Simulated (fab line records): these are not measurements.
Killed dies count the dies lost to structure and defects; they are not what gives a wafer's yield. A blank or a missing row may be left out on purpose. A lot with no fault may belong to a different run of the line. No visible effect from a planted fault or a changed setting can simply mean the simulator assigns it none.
Split-lot experiment :: flow n5-finfet :: 21 wafers read across 7 lots, on a route 1938 steps long

ON THE SPLIT
At N5_BEOL_M6_EXPOSE_25 (exposes mask V5, target cd 40 nm), the setting dose-mj was moved away from the recipe's 45 on 6 of the 21 wafers read, by -7.2% to +4.8%. The other wafers ran this setting at the recipe's value.

FROM THE SPLIT TO THE READING: what the file shows between them, 2 steps
- N5_BEOL_M6_PEB_26: peb time 60 s
- N5_BEOL_M6_DEVELOP_27: develop time 30 s

THE READING
cd-nm, in nm, at N5_BEOL_M6_CD_MEAS_28 (target cd 40 nm). Typical for fault-free wafers on this fab line: 39.98 nm, with standard deviation 0.25 nm.

wafer: L074.2
tool, chamber at the split: euv-scanner-01, 0
dose-mj as run: 41.75
against the recipe: -7.2%
cd-nm, nm: 38.08
against lot-mates on the recipe: -1.60

wafer: L074.3
tool, chamber at the split: euv-scanner-01, 0
dose-mj as run: 45
against the recipe: recipe
cd-nm, nm: 39.68
against lot-mates on the recipe: -

wafer: L074.5
tool, chamber at the split: euv-scanner-01, 0
dose-mj as run: 41.75
against the recipe: -7.2%
cd-nm, nm: 38.27
against lot-mates on the recipe: -1.41

wafer: L078.3
tool, chamber at the split: euv-scanner-02, 0
dose-mj as run: 45
against the recipe: recipe
cd-nm, nm: 40.31
against lot-mates on the recipe: -

wafer: L078.5
tool, chamber at the split: euv-scanner-02, 0
dose-mj as run: 47.16
against the recipe: +4.8%
cd-nm, nm: 41.04
against lot-mates on the recipe: +0.73

wafer: L078.6
tool, chamber at the split: euv-scanner-02, 0
dose-mj as run: 47.16
against the recipe: +4.8%
cd-nm, nm: 41.25
against lot-mates on the recipe: +0.94

wafer: L082.3
tool, chamber at the split: euv-scanner-01, 0
dose-mj as run: 45
against the recipe: recipe
cd-nm, nm: 39.74
against lot-mates on the recipe: -

wafer: L082.5
tool, chamber at the split: euv-scanner-01, 0
dose-mj as run: 46.1
against the recipe: +2.4%
cd-nm, nm: 40.85
against lot-mates on the recipe: +0.80

wafer: L082.6
tool, chamber at the split: euv-scanner-01, 0
dose-mj as run: 45
against the recipe: recipe
cd-nm, nm: 40.37
against lot-mates on the recipe: -

wafer: L085.1
tool, chamber at the split: euv-scanner-02, 0
dose-mj as run: 45
against the recipe: recipe
cd-nm, nm: 39.92
against lot-mates on the recipe: -

wafer: L085.2
tool, chamber at the split: euv-scanner-02, 0
dose-mj as run: 45
against the recipe: recipe
cd-nm, nm: 39.79
against lot-mates on the recipe: -

wafer: L085.6
tool, chamber at the split: euv-scanner-02, 0
dose-mj as run: 45
against the recipe: recipe
cd-nm, nm: 39.91
against lot-mates on the recipe: -

wafer: L090.2
tool, chamber at the split: euv-scanner-01, 0
dose-mj as run: 45
against the recipe: recipe
cd-nm, nm: 40.19
against lot-mates on the recipe: -

wafer: L090.4
tool, chamber at the split: euv-scanner-01, 0
dose-mj as run: 45
against the recipe: recipe
cd-nm, nm: 39.88
against lot-mates on the recipe: -

wafer: L090.5
tool, chamber at the split: euv-scanner-01, 0
dose-mj as run: 45
against the recipe: recipe
cd-nm, nm: 39.54
against lot-mates on the recipe: -

wafer: L091.2
tool, chamber at the split: euv-scanner-02, 0
dose-mj as run: 45
against the recipe: recipe
cd-nm, nm: 40.00
against lot-mates on the recipe: -

wafer: L091.3
tool, chamber at the split: euv-scanner-02, 0
dose-mj as run: 45
against the recipe: recipe
cd-nm, nm: 40.50
against lot-mates on the recipe: -

wafer: L091.5
tool, chamber at the split: euv-scanner-02, 0
dose-mj as run: 46.35
against the recipe: +3.0%
cd-nm, nm: 40.70
against lot-mates on the recipe: +0.45

wafer: L094.3
tool, chamber at the split: euv-scanner-01, 0
dose-mj as run: 45
against the recipe: recipe
cd-nm, nm: 39.62
against lot-mates on the recipe: -

wafer: L094.4
tool, chamber at the split: euv-scanner-01, 0
dose-mj as run: 45
against the recipe: recipe
cd-nm, nm: 39.68
against lot-mates on the recipe: -

wafer: L094.5
tool, chamber at the split: euv-scanner-01, 0
dose-mj as run: 45
against the recipe: recipe
cd-nm, nm: 39.69
against lot-mates on the recipe: -

THE FIT
A straight line over all 21 wafers: cd-nm changes by +0.251 nm for each +1% of dose-mj; r = +0.94; the points scatter about the line by 0.27 nm.
The same after taking each lot's own level away (the mean of its wafers on the recipe; 21 wafers): +0.2 nm for each +1%; r = +0.95; scatter 0.2 nm.
Per that fit: largest dose-mj move, reading shift of 1.4 nm.
The span of the lots' own levels, 39.663 to 40.310 nm, comes to 2.6 times the standard deviation stated above.
So the lot-to-lot level changes the slope: the two fits differ.
Check: for one of the wafers moved furthest among these (-7.2%), held out of the fit, the line's prediction against its lot-mates is -1.37 nm. It came out at -1.6 nm against them.

ADDITIONAL SPLITS CARRIED BY THESE WAFERS
Before the reading, these wafers also passed through other splits. Each is held against what the fit with the lots' levels taken away leaves over:
other split on the same wafers: N5_BEOL_M4_ILD_DEP_00 time-s
wafers away from the commonest value: 7
r with cd-nm (lot level and that fit taken away): +0.15

other split on the same wafers: N5_BEOL_M4_COAT_62 spin-rpm
wafers away from the commonest value: 7
r with cd-nm (lot level and that fit taken away): +0.07

other split on the same wafers: N5_BEOL_M5_ETCH_72 bias-w
wafers away from the commonest value: 5
r with cd-nm (lot level and that fit taken away): -0.05

other split on the same wafers: N5_BEOL_M5_COAT_74 spin-rpm
wafers away from the commonest value: 6
r with cd-nm (lot level and that fit taken away): -0.14

other split on the same wafers: N5_BEOL_M6_COAT_22 spin-rpm
wafers away from the commonest value: 6
r with cd-nm (lot level and that fit taken away): -0.30

THE WHOLE CHAIN: every reading that the file lists as answering this split, in the file's order
step: N5_BEOL_M6_CD_MEAS_28
what it does: target cd 40 nm
reading: cd-nm
change (the file's fit): +0.202 nm for each +1% of the setting
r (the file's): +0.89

step: N5_BEOL_M6_DESCUM_33
what it does: chemistry O2, time 7 s
reading: BEOL_M6.cd-nm (the simulator's own value, which no gauge read)
change (the file's fit): +0.213 nm for each +1% of the setting
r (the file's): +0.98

step: N5_BEOL_M6_ETCH_72
what it does: etches underlayer in N2/H2, target depth 6.5 nm, time 5.2 s
reading: BEOL_M6.cd-nm (the simulator's own value, which no gauge read)
change (the file's fit): +0.224 nm for each +1% of the setting
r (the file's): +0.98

step: N5_BEOL_M6_ETCH_65
what it does: etches SiARC in CF4, target depth 15.6 nm, time 26 s
reading: BEOL_M6.cd-nm (the simulator's own value, which no gauge read)
change (the file's fit): +0.235 nm for each +1% of the setting
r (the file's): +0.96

FILE'S OWN FIT
cd-nm changes by +0.202 nm for each +1% of dose-mj, r = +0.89.
